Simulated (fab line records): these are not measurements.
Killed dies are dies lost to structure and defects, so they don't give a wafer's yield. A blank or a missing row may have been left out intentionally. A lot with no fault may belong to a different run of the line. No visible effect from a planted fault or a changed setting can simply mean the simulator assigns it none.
fab line records | flow n5_finfet
record: lots: 10 | wafers: 29 | last_day: 24
route steps=1938 shown BEOL_M11@1571 PASSIVATION@1936
lots that met no fault: from a run of the same line without faults
start_h: start of the lot's first displayed wafer, in hours after the record's first day | wait_h: hours since the lot's step before | " repeats the value in the row above | L1.1+2: one row covering several wafers at once | - no value, or no start was given | * or withheld: withheld | < > ~ a bound
route shown NAME@n: NAME is a module with steps in the file, n the number in the route of the first one | usual: mean/standard deviation of fault-free wafers | same: alike in all rows | chamber/n: place in a boat | sites: readings site by site | _std_site: standard deviation of those values | _edge_site: the outer-site mean with the inner-site mean subtracted | radius_mm: for every site, how far away it sits from the centre of the wafer | mask NAME#n: copy n | behind: the last tool/chamber to shape the wafer | hold: why the lot was held/for how many hours/how that ended | device: the n, p or np transistor that did not switch | end of line: at the end of the route, the tests of the same wafers | a step with no rows: only its recipe | killed: not the wafer's yield, but the dies lost to structure and defects at the first sort | map: the dies of a wafer, with x for killed, . for not killed, _ for no die there
set.NAME: the setting as run; set.NAME@STEP: as run at that earlier step | model.NAME: the simulator's own value behind a step, which no gauge read
one table for each step of the route and one row for each wafer, over a sample of lots
services: a tool's chamber out of use, with start hour (start_h, from the record's first day; less than 0 if before it), hours out, and reason
== steps ==
step: N5_BEOL_M11_DESCUM_33
recipe: chemistry: O2 | time_s: 7.9 | source_power_w: 50 | bias_power_w: 20 | pressure_mtorr: 20 | rf_frequency_hz: 2.712e+07 | temp_c: 40 | resist: CAR-ArF | o2_flow_sccm: 225
usual: drypump_motor_current_A: 5.6/0.39 | oes_product_au: 0.82/0.085 | rf_vpp_V: 242.9/1.2 | showerhead_plenum_p_Torr: 2.07/0.053 | throttle_valve_pct: 20.26/0.19
lot.wafer | tool        | chamber | start_h | wait_h | drypump_motor_current_A | oes_product_au | rf_hours_counter_h | rf_vpp_V | showerhead_plenum_p_Torr | throttle_valve_pct
L959.1    | rie_diel-01 | 0       | 362.80  | 0.0    | 5.0                     | 0.72           | 178                | 241.4    | 1.99                     | 20.08
L959.4    | "           | 3       | "       | "      | 6.2                     | 0.86           | 65                 | 244.3    | 2.11                     | 20.18
L959.6    | "           | 2       | "       | "      | 6.2                     | 0.82           | -                  | 243.8    | 2.12                     | 20.38
L961.2    | rie_diel-05 | 3       | 392.44  | 0.0    | 5.9                     | 0.90           | 41                 | 242.1    | 2.05                     | 20.13
L961.3    | "           | 0       | "       | "      | 5.3                     | 0.93           | 15                 | 244.2    | 2.05                     | 20.19
L961.6    | "           | 3       | "       | "      | 5.9                     | 0.90           | -                  | 242.7    | 2.04                     | 20.14
L963.1    | rie_diel-01 | 2       | 416.11  | 0.0    | 6.2                     | 0.81           | 97                 | 243.1    | 2.12                     | 20.38
L963.2    | "           | 0       | "       | "      | 5.0                     | 0.71           | 194                | 240.8    | 1.98                     | 20.13
L963.3    | "           | 1       | "       | "      | 5.6                     | 0.72           | 172                | 242.8    | 2.07                     | 20.15
L968.1    | rie_diel-04 | 1       | 425.19  | 0.0    | 5.4                     | 0.96           | 10                 | 243.5    | 2.07                     | 20.47
L968.2    | "           | 0       | "       | "      | 5.3                     | 0.77           | 126                | 243.9    | 2.19                     | 20.60
L968.3    | "           | 3       | "       | "      | 5.8                     | 0.69           | 238                | 241.9    | 2.04                     | 20.10
L966.1    | rie_diel-04 | 1       | 463.90  | 0.4    | 5.4                     | 0.94           | 23                 | 243.3    | 2.07                     | 20.48
L966.5    | "           | 0       | "       | "      | 5.3                     | 0.76           | -                  | 245.9    | 2.18                     | 20.62
L966.6    | "           | 2       | "       | "      | 5.1                     | 0.88           | -                  | 244.2    | 2.12                     | 20.09
L969.1    | rie_diel-04 | 2       | 466.69  | 0.5    | 5.1                     | 0.88           | 34                 | 243.7    | 2.11                     | 20.08
L969.4    | "           | 0       | "       | "      | 5.3                     | 0.75           | -                  | 244.8    | 2.18                     | 20.64
L969.5    | "           | 1       | "       | "      | 5.4                     | 0.93           | -                  | 242.2    | 2.07                     | 20.50
L973.2    | rie_diel-04 | 1       | 481.11  | 0.0    | 5.4                     | 0.91           | 31                 | 242.8    | 2.07                     | 20.50
L973.4    | "           | 0       | "       | "      | 5.2                     | 0.76           | 146                | 244.4    | 2.18                     | 20.63
L973.5    | "           | 2       | "       | "      | 5.1                     | 0.86           | -                  | 244.4    | 2.11                     | 20.12
L976.2    | rie_diel-04 | 1       | 496.43  | 0.0    | 5.4                     | 0.91           | 36                 | 241.8    | 2.07                     | 20.51
L976.3    | "           | 2       | "       | "      | 5.1                     | 0.85           | 45                 | 242.6    | 2.11                     | 20.11
L976.4    | "           | 3       | "       | "      | 5.8                     | 0.93           | 7                  | 242.4    | 2.03                     | 19.80
L980.1    | rie_diel-01 | 3       | 525.94  | 0.0    | 6.2                     | 0.81           | 104                | 243.1    | 2.10                     | 20.24
L980.2    | "           | 1       | "       | "      | 5.6                     | 0.71           | 197                | 243.3    | 2.06                     | 20.20
L980.6    | "           | 2       | "       | "      | 6.1                     | 0.76           | -                  | 241.5    | 2.10                     | 20.46
L981.1    | rie_diel-01 | 3       | 528.56  | 0.0    | 6.2                     | 0.82           | 105                | 243.4    | 2.10                     | 20.24
L981.6    | "           | 3       | "       | "      | 6.2                     | 0.81           | -                  | 244.8    | 2.10                     | 20.23
step: N5_BEOL_M11_ETCH_65
recipe: chemistry: CF4 | target: SiARC | target_depth_a: 390 | mask_material: CAR-ArF | time_s: 65 | ion_energy_ev: 80 | pressure_mtorr: 40 | source_w: 545 | bias_w: 36 | Ar_flow_sccm: 100 | cf4_flow_sccm: 100 | ends: cleared
usual: bias_w: 36.00/0.11 | cf4_flow_sccm: 100.01/0.29 | drypump_motor_current_A: 5.6/0.39 | etch_rf_on_time_s: 65.6/1.4 | oes_product_au: 0.69/0.073 | rf_vpp_V: 183.9/1.1 | showerhead_plenum_p_Torr: 2.13/0.048 | throttle_valve_pct: 15.50/0.17
lot.wafer | tool        | chamber | start_h | wait_h | bias_w | cf4_flow_sccm | drypump_motor_current_A | etch_rf_on_time_s | oes_product_au | rf_hours_counter_h | rf_vpp_V | showerhead_plenum_p_Torr | throttle_valve_pct
L959.1    | rie_diel-01 | 0       | 362.83  | 0.0    | 35.99  | 100.09        | 5.0                     | 68.0              | 0.60           | 178                | 183.2    | 2.05                     | 15.42
L959.4    | "           | 3       | "       | "      | 35.87  | 99.47         | 6.2                     | 65.5              | 0.72           | 65                 | 184.8    | 2.15                     | 15.30
L959.6    | "           | 2       | "       | "      | 35.93  | 100.03        | 6.2                     | 66.0              | 0.70           | -                  | 185.0    | 2.16                     | 15.51
L961.2    | rie_diel-05 | 3       | 392.47  | 0.0    | 35.93  | 99.77         | 5.9                     | 63.3              | 0.77           | 41                 | 184.2    | 2.10                     | 15.36
L961.3    | "           | 0       | "       | "      | 36.10  | 99.99         | 5.3                     | 66.8              | 0.78           | 15                 | 183.7    | 2.10                     | 15.30
L961.6    | "           | 3       | "       | "      | 36.03  | 100.08        | 5.9                     | 63.9              | 0.77           | -                  | 182.9    | 2.10                     | 15.36
L963.1    | rie_diel-01 | 2       | 416.14  | 0.0    | 36.15  | 99.49         | 6.2                     | 64.7              | 0.69           | 97                 | 184.0    | 2.15                     | 15.52
L963.2    | "           | 0       | "       | "      | 36.05  | 99.85         | 5.0                     | 66.3              | 0.60           | 194                | 183.3    | 2.04                     | 15.46
L963.3    | "           | 1       | "       | "      | 36.04  | 100.06        | 5.6                     | 65.3              | 0.62           | 172                | 184.7    | 2.15                     | 15.61
L968.1    | rie_diel-04 | 1       | 425.23  | 0.0    | 36.03  | 99.91         | 5.4                     | 63.4              | 0.80           | 10                 | 183.0    | 2.12                     | 15.56
L968.2    | "           | 0       | "       | "      | 35.98  | 100.17        | 5.3                     | 67.3              | 0.64           | 126                | 185.3    | 2.23                     | 15.77
L968.3    | "           | 3       | "       | "      | 35.99  | 100.02        | 5.8                     | 67.8              | 0.58           | 238                | 183.5    | 2.12                     | 15.58
L966.1    | rie_diel-04 | 1       | 463.93  | 0.0    | 35.95  | 100.16        | 5.4                     | 64.0              | 0.78           | 23                 | 180.9    | 2.12                     | 15.58
L966.5    | "           | 0       | "       | "      | 35.97  | 99.74         | 5.3                     | 67.0              | 0.64           | -                  | 185.6    | 2.23                     | 15.81
L966.6    | "           | 2       | "       | "      | 35.88  | 99.69         | 5.1                     | 64.8              | 0.77           | -                  | 183.4    | 2.18                     | 15.33
L969.1    | rie_diel-04 | 2       | 466.72  | 0.0    | 35.98  | 100.31        | 5.1                     | 64.6              | 0.75           | 34                 | 183.8    | 2.18                     | 15.34
L969.4    | "           | 0       | "       | "      | 36.11  | 100.01        | 5.3                     | 66.9              | 0.63           | -                  | 184.7    | 2.23                     | 15.80
L969.5    | "           | 1       | "       | "      | 36.10  | 99.84         | 5.4                     | 63.4              | 0.78           | -                  | 184.9    | 2.12                     | 15.58
L973.2    | rie_diel-04 | 1       | 481.14  | 0.0    | 36.06  | 99.70         | 5.4                     | 63.8              | 0.77           | 31                 | 184.4    | 2.11                     | 15.60
L973.4    | "           | 0       | "       | "      | 36.18  | 99.93         | 5.3                     | 67.4              | 0.64           | 146                | 185.5    | 2.23                     | 15.81
L973.5    | "           | 2       | "       | "      | 35.81  | 99.94         | 5.1                     | 64.9              | 0.75           | -                  | 185.0    | 2.18                     | 15.33
L976.2    | rie_diel-04 | 1       | 496.46  | 0.0    | 36.09  | 99.75         | 5.4                     | 64.6              | 0.76           | 36                 | 182.7    | 2.11                     | 15.61
L976.3    | "           | 2       | "       | "      | 36.02  | 99.88         | 5.1                     | 65.6              | 0.74           | 45                 | 183.4    | 2.18                     | 15.35
L976.4    | "           | 3       | "       | "      | 36.14  | 99.86         | 5.8                     | 65.4              | 0.79           | 7                  | 183.1    | 2.12                     | 15.14
L980.1    | rie_diel-01 | 3       | 525.97  | 0.0    | 36.02  | 100.14        | 6.2                     | 65.1              | 0.69           | 104                | 183.8    | 2.14                     | 15.38
L980.2    | "           | 1       | "       | "      | 36.04  | 100.02        | 5.6                     | 66.8              | 0.60           | 197                | 183.5    | 2.14                     | 15.63
L980.6    | "           | 2       | "       | "      | 35.91  | 99.61         | 6.1                     | 65.6              | 0.66           | -                  | 184.1    | 2.14                     | 15.57
L981.1    | rie_diel-01 | 3       | 528.59  | 0.0    | 35.90  | 100.08        | 6.2                     | 65.3              | 0.69           | 105                | 183.8    | 2.14                     | 15.39
L981.6    | "           | 3       | "       | "      | 36.17  | 99.95         | 6.2                     | 65.3              | 0.69           | -                  | 184.9    | 2.14                     | 15.36
step: N5_BEOL_M11_TRENCH_ETCH_37
recipe: chemistry: C4F6/O2 | target_depth_a: 1488.3 | target: SiCOH_lowk | time_s: 48 | ion_energy_ev: 250 | pressure_mtorr: 30 | source_w: 345 | bias_w: 185 | Ar_flow_sccm: 300 | C4F6_flow_sccm: 10 | O2_flow_sccm: 10
usual: bias_w: 185.1/0.57 | drypump_motor_current_A: 5.6/0.39 | oes_product_au: 0.82/0.086 | rf_vpp_V: 666/15 | showerhead_plenum_p_Torr: 2.83/0.065 | throttle_valve_pct: 20.84/0.19
lot.wafer | tool        | chamber | start_h | wait_h | bias_w | drypump_motor_current_A | oes_product_au | rf_hours_counter_h | rf_vpp_V | showerhead_plenum_p_Torr | throttle_valve_pct
L959.1    | rie_diel-01 | 0       | 363.11  | -      | 185.3  | 5.0                     | 0.71           | 178                | 646      | 2.75                     | 20.77
L959.4    | "           | 3       | "       | "      | 184.8  | 6.2                     | 0.86           | 65                 | 681      | 2.86                     | 20.58
L959.6    | "           | 2       | "       | "      | 185.5  | 6.2                     | 0.82           | -                  | 667      | 2.87                     | 20.84
L961.2    | rie_diel-05 | 3       | 392.75  | -      | 185.6  | 5.9                     | 0.90           | 42                 | 640      | 2.80                     | 20.73
L961.3    | "           | 0       | "       | "      | 185.0  | 5.3                     | 0.92           | 15                 | 659      | 2.81                     | 20.81
L961.6    | "           | 3       | "       | "      | 185.3  | 5.9                     | 0.91           | -                  | 640      | 2.80                     | 20.71
L963.1    | rie_diel-01 | 2       | 416.42  | -      | 185.4  | 6.2                     | 0.81           | 98                 | 666      | 2.87                     | 20.86
L963.2    | "           | 0       | "       | "      | 185.4  | 5.0                     | 0.70           | 195                | 644      | 2.74                     | 20.82
L963.3    | "           | 1       | "       | "      | 185.8  | 5.6                     | 0.74           | 172                | 673      | 2.84                     | 20.80
L968.1    | rie_diel-04 | 1       | 425.50  | -      | 184.8  | 5.4                     | 0.95           | 10                 | 688      | 2.83                     | 21.06
L968.2    | "           | 0       | "       | "      | 184.8  | 5.3                     | 0.77           | 126                | 677      | 2.99                     | 21.22
L968.3    | "           | 3       | "       | "      | 185.2  | 5.8                     | 0.69           | 238                | 695      | 2.82                     | 20.80
L966.1    | rie_diel-04 | 1       | 464.21  | -      | 184.3  | 5.4                     | 0.92           | 23                 | 687      | 2.82                     | 21.06
L966.5    | "           | 0       | "       | "      | 185.2  | 5.3                     | 0.75           | -                  | 676      | 2.98                     | 21.23
L966.6    | "           | 2       | "       | "      | 185.5  | 5.1                     | 0.90           | -                  | 667      | 2.90                     | 20.69
L969.1    | rie_diel-04 | 2       | 467.00  | -      | 185.3  | 5.1                     | 0.89           | 35                 | 668      | 2.90                     | 20.69
L969.4    | "           | 0       | "       | "      | 184.9  | 5.3                     | 0.75           | -                  | 677      | 2.98                     | 21.24
L969.5    | "           | 1       | "       | "      | 184.0  | 5.4                     | 0.92           | -                  | 686      | 2.82                     | 21.08
L973.2    | rie_diel-04 | 1       | 481.42  | -      | 168.8  | 5.4                     | 0.88           | 31                 | 640      | 2.82                     | 21.08
L973.4    | "           | 0       | "       | "      | 169.6  | 5.3                     | 0.74           | 146                | 633      | 2.98                     | 21.25
L973.5    | "           | 2       | "       | "      | 168.6  | 5.1                     | 0.87           | -                  | 622      | 2.89                     | 20.71
L976.2    | rie_diel-04 | 1       | 496.74  | -      | 169.3  | 5.4                     | 0.88           | 36                 | 640      | 2.82                     | 21.08
L976.3    | "           | 2       | "       | "      | 170.2  | 5.1                     | 0.86           | 45                 | 623      | 2.89                     | 20.71
L976.4    | "           | 3       | "       | "      | 168.4  | 5.8                     | 0.91           | 7                  | 648      | 2.81                     | 20.49
L980.1    | rie_diel-01 | 3       | 526.25  | -      | 184.8  | 6.2                     | 0.81           | 105                | 679      | 2.84                     | 20.66
L980.2    | "           | 1       | "       | "      | 184.6  | 5.6                     | 0.70           | 197                | 672      | 2.83                     | 20.82
L980.6    | "           | 2       | "       | "      | 185.0  | 6.2                     | 0.76           | -                  | 666      | 2.85                     | 20.89
L981.1    | rie_diel-01 | 3       | 528.87  | -      | 184.6  | 6.2                     | 0.81           | 105                | 679      | 2.84                     | 20.66
L981.6    | "           | 3       | "       | "      | 184.9  | 6.2                     | 0.80           | -                  | 680      | 2.84                     | 20.64
step: N5_BEOL_M11_CURE_72
recipe: temp_c: 370 | time_s: 120 | ambient: DMADMS/He | material: SiCOH_lowk
usual: lamp_power_pct: 52.32/0.053 | wafer_temp_C_max: 372.2/0.69
lot.wafer | tool       | chamber | start_h | wait_h | lamp_power_pct | wafer_temp_C_max
L959.1    | uv_cure-01 | 0       | 363.49  | 0.0    | 52.29          | 372.7
L959.4    | "          | 0       | "       | "      | 52.37          | 373.0
L959.6    | "          | 0       | "       | "      | 52.36          | 372.8
L961.2    | uv_cure-03 | 1       | 393.18  | 0.1    | 52.38          | 373.0
L961.3    | "          | 1       | "       | "      | 52.37          | 373.9
L961.6    | "          | 1       | "       | "      | 52.29          | 371.9
L963.1    | uv_cure-03 | 1       | 416.79  | 0.0    | 52.26          | 372.6
L963.2    | "          | 1       | "       | "      | 52.22          | 372.7
L963.3    | "          | 1       | "       | "      | 52.24          | 372.7
L968.1    | uv_cure-02 | 1       | 426.26  | 0.4    | 52.26          | 372.3
L968.2    | "          | 1       | "       | "      | 52.35          | 372.1
L968.3    | "          | 1       | "       | "      | 52.26          | 372.2
L966.1    | uv_cure-03 | 2       | 464.85  | 0.3    | 52.35          | 371.2
L966.5    | "          | 2       | "       | "      | 52.31          | 371.0
L966.6    | "          | 2       | "       | "      | 52.27          | 372.0
L969.1    | uv_cure-02 | 2       | 467.38  | 0.0    | 52.28          | 371.6
L969.4    | "          | 2       | "       | "      | 52.23          | 371.7
L969.5    | "          | 2       | "       | "      | 52.33          | 372.2
L973.2    | uv_cure-02 | 2       | 481.94  | 0.1    | 52.33          | 371.9
L973.4    | "          | 2       | "       | "      | 52.35          | 371.3
L973.5    | "          | 2       | "       | "      | 52.33          | 371.9
L976.2    | uv_cure-01 | 2       | 497.42  | 0.3    | 52.25          | 372.2
L976.3    | "          | 2       | "       | "      | 52.35          | 371.7
L976.4    | "          | 2       | "       | "      | 52.35          | 371.7
L980.1    | uv_cure-02 | 2       | 526.79  | 0.1    | 52.38          | 371.9
L980.2    | "          | 2       | "       | "      | 52.31          | 371.4
L980.6    | "          | 2       | "       | "      | 52.37          | 371.7
L981.1    | uv_cure-02 | 0       | 529.25  | 0.0    | 52.24          | 371.6
L981.6    | "          | 0       | "       | "      | 52.31          | 372.2
step: N5_PASSIVATION_PROBE_49
usual: defect_limited_yield: 90.7/1.5 | killed_at_M0_to_M3: 38/11 | killed_at_M4_up: 15/5.5 | killed_at_contacts: 12/6 | killed_at_front_end: 41/11 | killed_at_other: 3.5/2.7 | killed_dies: 110/18 | killed_open: 72/13 | killed_short: 35/8.7 | sort_bin_5_function: 5.5/1.1 | sort_bin_6_memory: 3.4/0.63 | sort_bin_8_speed: 0.01/0.037 | sort_n_pass: 1070/18 | sort_yield_pct: 90.7/1.5
same: gross_dies: 1180 | killed_at_back_side: 0 | sort_bin_4_leakage[%]: 0
lot.wafer | tool      | chamber | start_h | wait_h | defect_limited_yield[%] | killed_at_M0_to_M3 | killed_at_M4_up | killed_at_contacts | killed_at_front_end | killed_at_other | killed_dies | killed_open | killed_short | sort_bin_5_function[%] | sort_bin_6_memory[%] | sort_bin_8_speed[%] | sort_n_pass | sort_yield_pct[%]
L966.1    | prober-02 | -       | 510.90  | 0.0    | 89.2                    | 60                 | 22              | 10                 | 31                  | 5               | 128         | 85          | 35           | 6.2                    | 4.5                  | 0                   | 1052        | 89.2
L966.5    | prober-02 | -       | 511.10  | 0.2    | 92.8                    | 37                 | 9               | 9                  | 26                  | 4               | 85          | 60          | 25           | 4.5                    | 2.5                  | 0                   | 1095        | 92.8
L966.6    | prober-02 | -       | 511.15  | 0.3    | 90.0                    | 39                 | 19              | 5                  | 52                  | 3               | 118         | 88          | 29           | 6.2                    | 3.6                  | 0                   | 1062        | 90.0
L973.2    | prober-02 | -       | 537.23  | 0.1    | 92.7                    | 31                 | 17              | 5                  | 29                  | 4               | 86          | 62          | 24           | 3.1                    | 4.1                  | 0                   | 1094        | 92.7
L973.4    | prober-02 | -       | 537.33  | 0.2    | 90.5                    | 40                 | 10              | 6                  | 48                  | 8               | 112         | 79          | 33           | 5.3                    | 3.8                  | 0                   | 1068        | 90.5
L973.5    | prober-02 | -       | 537.38  | 0.2    | 90.7                    | 33                 | 20              | 7                  | 47                  | 3               | 110         | 77          | 33           | 5.4                    | 3.7                  | 0                   | 1070        | 90.7
L980.1    | prober-01 | -       | 576.66  | 0.0    | 89.9                    | 43                 | 24              | 9                  | 43                  | 0               | 119         | 79          | 38           | 6.7                    | 3.1                  | 0                   | 1061        | 89.9
L980.2    | prober-01 | -       | 576.71  | 0.1    | 92.1                    | 35                 | 20              | 7                  | 29                  | 2               | 93          | 66          | 27           | 4.4                    | 3.2                  | 0                   | 1087        | 92.1
L980.6    | prober-01 | -       | 576.91  | 0.3    | 90.8                    | 46                 | 16              | 6                  | 38                  | 3               | 109         | 75          | 31           | 5.7                    | 3.2                  | 0                   | 1071        | 90.8
killed by level:class
L966.1 BEOL_M2:geometric_particle:open=16 BEOL_M4:geometric_particle:open=11 BEOL_M0:geometric_particle:open=10 BEOL_M0_SAQP:geometric_particle:open=9 MOL_CONTACT_COAG:geometric_particle:open=7 BEOL_M0_SAQP:geometric_particle:short=7 BEOL_M1:geometric_particle:open=6 BEOL_M2:geometric_particle:short=6
L966.5 BEOL_M2:geometric_particle:open=10 MOL_CONTACT_COAG:geometric_particle:open=7 BEOL_M0:geometric_particle:open=7 BEOL_M0_SAQP:geometric_particle:open=6 BEOL_M3:geometric_particle:open=6 STARTING-WAFER:geometric_particle:short=6 DUMMY_GATE:geometric_particle:open=5 BEOL_M0_SAQP:geometric_particle:short=5
L966.6 FIN_SAQP:geometric_particle:open=13 BEOL_M2:geometric_particle:open=13 DUMMY_GATE:geometric_particle:open=12 BEOL_M4:geometric_particle:open=11 STI_FIN_REVEAL:geometric_particle:open=8 BEOL_M1:geometric_particle:open=6 MOL_CONTACT_COAG:geometric_particle:open=4 FIN_SAQP:geometric_particle:short=3
L973.2 BEOL_M1:geometric_particle:open=11 BEOL_M4:geometric_particle:open=10 STI_FIN_REVEAL:geometric_particle:open=9 FIN_SAQP:geometric_particle:short=5 MOL_CONTACT_COAG:geometric_particle:open=5 BEOL_M0:geometric_particle:open=5 BEOL_M3:geometric_particle:open=5 FIN_SAQP:geometric_particle:open=4
L973.4 FIN_SAQP:geometric_particle:open=17 FIN_SAQP:geometric_particle:short=9 BEOL_M0_SAQP:geometric_particle:short=8 BEOL_M1:geometric_particle:open=8 BEOL_M2:geometric_particle:open=7 BEOL_M3:geometric_particle:open=6 BEOL_M4:geometric_particle:open=6 STI_FIN_REVEAL:geometric_particle:open=5
L973.5 BEOL_M4:geometric_particle:open=14 FIN_SAQP:geometric_particle:short=13 FIN_SAQP:geometric_particle:open=13 BEOL_M2:geometric_particle:open=9 BEOL_M3:geometric_particle:open=8 MOL_CONTACT_COAG:geometric_particle:open=7 STI_FIN_REVEAL:geometric_particle:open=6 BEOL_M0_SAQP:geometric_particle:short=5
L980.1 BEOL_M1:geometric_particle:open=16 BEOL_M4:geometric_particle:open=11 FIN_SAQP:geometric_particle:short=10 MOL_CONTACT_COAG:geometric_particle:open=8 STI_FIN_REVEAL:geometric_particle:open=7 BEOL_M3:geometric_particle:open=6 BEOL_M0_SAQP:geometric_particle:open=5 BEOL_M0_SAQP:geometric_particle:short=5
L980.2 BEOL_M4:geometric_particle:open=10 BEOL_M1:geometric_particle:open=7 BEOL_M2:geometric_particle:open=6 BEOL_M0:geometric_particle:open=6 STI_FIN_REVEAL:geometric_particle:open=5 MOL_CONTACT_COAG:geometric_particle:open=5 BEOL_M3:geometric_particle:open=4 FIN_SAQP:geometric_particle:open=3
L980.6 BEOL_M0_SAQP:geometric_particle:open=12 BEOL_M0_SAQP:geometric_particle:short=10 DUMMY_GATE:geometric_particle:open=9 BEOL_M1:geometric_particle:open=9 BEOL_M4:geometric_particle:open=8 STI_FIN_REVEAL:geometric_particle:open=7 BEOL_M2:geometric_particle:open=7 BEOL_M3:geometric_particle:open=5
== services ==
tool        | chamber | start_h | hours | kind
uv_cure-01  | -       | 343.72  | 1.0   | pm
uv_cure-03  | -       | 344.09  | 22.2  | pm
rie_diel-04 | 2       | 348.86  | -     | clean
rie_diel-04 | 2       | 348.86  | -     | consumable_replace:focus_ring
rie_diel-04 | 2       | 348.86  | 18.3  | scheduled_down
rie_diel-04 | 2       | 348.86  | 18.3  | vent_cycle
rie_diel-04 | 1       | 371.06  | -     | clean
rie_diel-04 | 1       | 371.06  | -     | consumable_replace:focus_ring
uv_cure-03  | -       | 372.27  | 7.5   | pm
rie_diel-01 | 3       | 402.03  | 14.8  | repair
rie_diel-01 | 0       | 408.18  | 3.1   | repair
uv_cure-03  | -       | 417.92  | 14.1  | repair
rie_diel-01 | 3       | 422.49  | 3.5   | repair
uv_cure-02  | -       | 445.05  | 3.4   | pm
uv_cure-01  | -       | 451.72  | 6.0   | pm
rie_diel-01 | -       | 452.31  | 14.6  | pm
uv_cure-02  | -       | 453.54  | 1.0   | pm
uv_cure-03  | -       | 457.00  | 7.5   | pm
uv_cure-01  | -       | 463.39  | 9.2   | pm
rie_diel-01 | -       | 467.94  | 2.8   | pm
rie_diel-01 | 1       | 471.75  | 9.3   | repair
rie_diel-01 | 3       | 475.74  | 4.3   | repair
uv_cure-01  | -       | 490.94  | 0.4   | repair
uv_cure-03  | -       | 524.94  | 1.0   | pm
== key ==
first_sign: step: N5_BEOL_M11_TRENCH_ETCH_37 | reading: bias_w | direction: down | sigmas: 28 | usual: * | struck: *
effect: step: N5_BEOL_M11_TRENCH_ETCH_37 | reading: rf_vpp_V | direction: down | sigmas: 2.1 | usual: 666 | struck: 634
met_at N5_BEOL_M11_TRENCH_ETCH_37
struck_lots L973,L976
not_acting_at N5_BEOL_M11_DESCUM_33,N5_BEOL_M11_ETCH_65,N5_BEOL_M11_CURE_72
onset_between 467.00 481.42
fault: kind: process_parameter_drift | tool: rie_diel-04 | chamber: - | onset_h: 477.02 | steps: N5_BEOL_M11_TRENCH_ETCH_37 | channel: bias_w | offset: * | shape: step | end_h: 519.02 | acts_in: * | stated: *
